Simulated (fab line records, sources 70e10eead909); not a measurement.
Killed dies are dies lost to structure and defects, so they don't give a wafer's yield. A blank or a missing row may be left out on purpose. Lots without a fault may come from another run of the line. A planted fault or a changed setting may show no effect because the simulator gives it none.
Chamber matching | flow nand_harc | NHARC_P_BONDPAD_ACTIVATE_29 on rie_diel-01: 4 sister chambers
The step chemistry N2, time 60 s. 30 wafers are shown with their chamber, then 12 later ones without.

WAFERS WITH THEIR CHAMBER
wafer  | chamber | drypump_motor_current_A (A) | oes_product_au (a.u.) | rf_vpp_V (V)
L076.1 | 2       | 5.2                         | 1.000                 | 63.5
L076.4 | 0       | 5.5                         | 0.996                 | 64.2
L076.5 | 2       | 5.2                         | 1.010                 | 63.9
L078.3 | 0       | 5.5                         | 0.990                 | 64.6
L078.5 | 3       | 6.5                         | 0.979                 | 63.3
L078.6 | 2       | 5.1                         | 0.994                 | 64.3
L079.1 | 2       | 5.2                         | 1.003                 | 65.7
L079.2 | 0       | 5.5                         | 0.988                 | 65.0
L079.6 | 2       | 5.2                         | 0.998                 | 64.2
L080.3 | 1       | 5.8                         | 0.998                 | 64.5
L080.5 | 2       | 5.2                         | 0.995                 | 62.7
L080.6 | 1       | 5.8                         | 0.997                 | 65.7
L082.1 | 1       | 5.8                         | 1.017                 | 64.6
L082.2 | 0       | 5.4                         | 1.007                 | 62.9
L082.3 | 2       | 5.2                         | 1.004                 | 63.8
L084.3 | 1       | 5.8                         | 1.016                 | 64.8
L084.4 | 2       | 5.2                         | 1.002                 | 63.7
L084.6 | 2       | 5.2                         | 1.003                 | 63.1
L087.1 | 1       | 5.8                         | 1.004                 | 64.1
L087.5 | 1       | 5.8                         | 0.994                 | 64.1
L087.6 | 0       | 5.4                         | 1.005                 | 65.0
L089.1 | 2       | 5.2                         | 0.997                 | 65.9
L089.2 | 3       | 6.5                         | 0.998                 | 62.8
L089.6 | 0       | 5.4                         | 1.008                 | 65.5
L090.2 | 2       | 5.2                         | 1.000                 | 64.3
L090.4 | 1       | 5.8                         | 1.009                 | 63.5
L090.6 | 0       | 5.5                         | 1.006                 | 64.8
L091.1 | 3       | 6.5                         | 0.987                 | 64.5
L091.2 | 2       | 5.2                         | 0.998                 | 64.0
L091.4 | 1       | 5.8                         | 0.999                 | 63.5

SIGNATURES (means of the wafers above)
reading                 | chamber 0 | chamber 1 | chamber 2 | chamber 3 | scatter within a chamber
drypump_motor_current_A | 5.457     | 5.800     | 5.192     | 6.500     | 0.0318
oes_product_au          | 1.00000   | 1.00425   | 1.00033   | 0.98800   | 0.00728
rf_vpp_V                | 64.571    | 64.350    | 64.092    | 63.533    | 0.853
Rule: a wafer's distance from a chamber is the root of the sum, over the readings, of the square of ((its reading less the chamber's mean) divided by the reading's scatter). The wafer belongs to the nearest chamber; if the next one is less than 2 further off, it can't be placed. The scatter: the root of (the sum of the squares of (reading less its chamber's mean) over the shown wafers, divided by (wafers less chambers)).

WAFERS WITHOUT THEIR CHAMBER
wafer  | drypump_motor_current_A (A) | oes_product_au (a.u.) | rf_vpp_V (V)
L092.3 | 5.5                         | 0.992                 | 62.7
L092.4 | 6.5                         | 1.002                 | 64.5
L092.5 | 5.2                         | 1.012                 | 64.5
L094.2 | 5.2                         | 1.003                 | 64.1
L094.3 | 6.5                         | 1.010                 | 64.3
L094.4 | 5.4                         | 0.997                 | 63.1
L095.1 | 5.2                         | 0.998                 | 63.2
L095.2 | 5.8                         | 1.002                 | 65.3
L095.3 | 5.4                         | 0.998                 | 63.8
L097.2 | 5.5                         | 0.990                 | 63.1
L097.4 | 5.8                         | 1.009                 | 63.3
L097.6 | 5.8                         | 0.992                 | 65.1

WHICH CHAMBER EACH WENT THROUGH
wafer  | from the rows above | in truth
L092.3 | 0                   | 0
L092.4 | 3                   | 3
L092.5 | 2                   | 2
L094.2 | 2                   | 2
L094.3 | 3                   | 3
L094.4 | 0                   | 0
L095.1 | 2                   | 2
L095.2 | 1                   | 1
L095.3 | 0                   | 0
L097.2 | 0                   | 0
L097.4 | 1                   | 1
L097.6 | 1                   | 1
Placed correctly: 12 of 12. Can't be placed from these rows: 0. Placed wrongly: 0.
